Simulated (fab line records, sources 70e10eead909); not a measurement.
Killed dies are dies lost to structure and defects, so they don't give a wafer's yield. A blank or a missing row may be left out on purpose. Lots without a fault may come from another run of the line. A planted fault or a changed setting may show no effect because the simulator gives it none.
Chamber matching | flow nand_harc | NHARC_P_BONDPAD_ACTIVATE_29 on rie_diel-03: 4 sister chambers
The step chemistry N2, time 60 s. 22 wafers are shown with their chamber, then 11 later ones without.

WAFERS WITH THEIR CHAMBER
wafer  | chamber | drypump_motor_current_A (A) | rf_vpp_V (V) | oes_product_au (a.u.)
L074.1 | 0       | 5.3                         | 62.5         | 0.995
L074.4 | 2       | 6.3                         | 64.3         | 1.002
L074.5 | 3       | 5.7                         | 63.8         | 0.984
L075.1 | 3       | 5.7                         | 62.8         | 0.996
L075.5 | 3       | 5.7                         | 63.6         | 0.997
L075.6 | 0       | 5.3                         | 63.8         | 1.003
L077.2 | 2       | 6.4                         | 62.4         | 0.995
L077.5 | 2       | 6.4                         | 63.6         | 0.997
L077.6 | 3       | 5.7                         | 63.0         | 0.996
L079.3 | 1       | 5.8                         | 63.5         | 0.991
L079.5 | 2       | 6.3                         | 63.7         | 1.001
L079.6 | 3       | 5.7                         | 62.9         | 0.992
L081.1 | 2       | 6.3                         | 66.0         | 0.988
L081.2 | 3       | 5.7                         | 64.9         | 1.000
L081.3 | 1       | 5.8                         | 64.4         | 0.995
L083.1 | 2       | 6.3                         | 64.1         | 0.997
L083.4 | 3       | 5.7                         | 63.7         | 0.995
L083.6 | 3       | 5.7                         | 64.3         | 0.997
L084.2 | 2       | 6.3                         | 63.4         | 0.982
L084.3 | 1       | 5.8                         | 64.3         | 0.992
L084.6 | 0       | 5.3                         | 62.1         | 0.999
L085.2 | 3       | 5.7                         | 63.5         | 0.992

SIGNATURES (means of the wafers above)
reading                 | chamber 0 | chamber 1 | chamber 2 | chamber 3 | scatter within a chamber
drypump_motor_current_A | 5.300     | 5.800     | 6.329     | 5.700     | 0.0282
rf_vpp_V                | 62.800    | 64.067    | 63.929    | 63.611    | 0.851
oes_product_au          | 0.99900   | 0.99267   | 0.99457   | 0.99433   | 0.00538
Rule: a wafer's distance from a chamber is the root of the sum, over the readings, of the square of ((its reading less the chamber's mean) divided by the reading's scatter). The wafer belongs to the nearest chamber; if the next one is less than 2 further off, it can't be placed. The scatter: the root of (the sum of the squares of (reading less its chamber's mean) over the shown wafers, divided by (wafers less chambers)).

WAFERS WITHOUT THEIR CHAMBER
wafer  | drypump_motor_current_A (A) | rf_vpp_V (V) | oes_product_au (a.u.)
L085.3 | 6.3                         | 63.5         | 0.990
L085.4 | 6.3                         | 63.2         | 1.001
L088.2 | 5.3                         | 63.3         | 1.005
L088.3 | 5.7                         | 63.6         | 0.995
L088.5 | 5.7                         | 63.1         | 0.997
L092.1 | 5.7                         | 63.2         | 0.982
L092.2 | 5.3                         | 63.5         | 0.997
L092.5 | 6.3                         | 64.0         | 0.990
L095.2 | 5.7                         | 63.9         | 0.996
L095.5 | 6.3                         | 64.2         | 0.978
L095.6 | 5.4                         | 64.7         | 1.003

WHICH CHAMBER EACH WENT THROUGH
wafer  | from the rows above     | in truth
L085.3 | 2                       | 2
L085.4 | 2                       | 2
L088.2 | 0                       | 0
L088.3 | 3                       | 3
L088.5 | 3                       | 3
L092.1 | can't be placed: 3 or 1 | 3
L092.2 | 0                       | 0
L092.5 | 2                       | 2
L095.2 | 3                       | 3
L095.5 | 2                       | 2
L095.6 | 0                       | 0
Placed correctly: 10 of 11. Can't be placed from these rows: 1 (the true chamber is among the candidates in 1). Placed wrongly: 0.
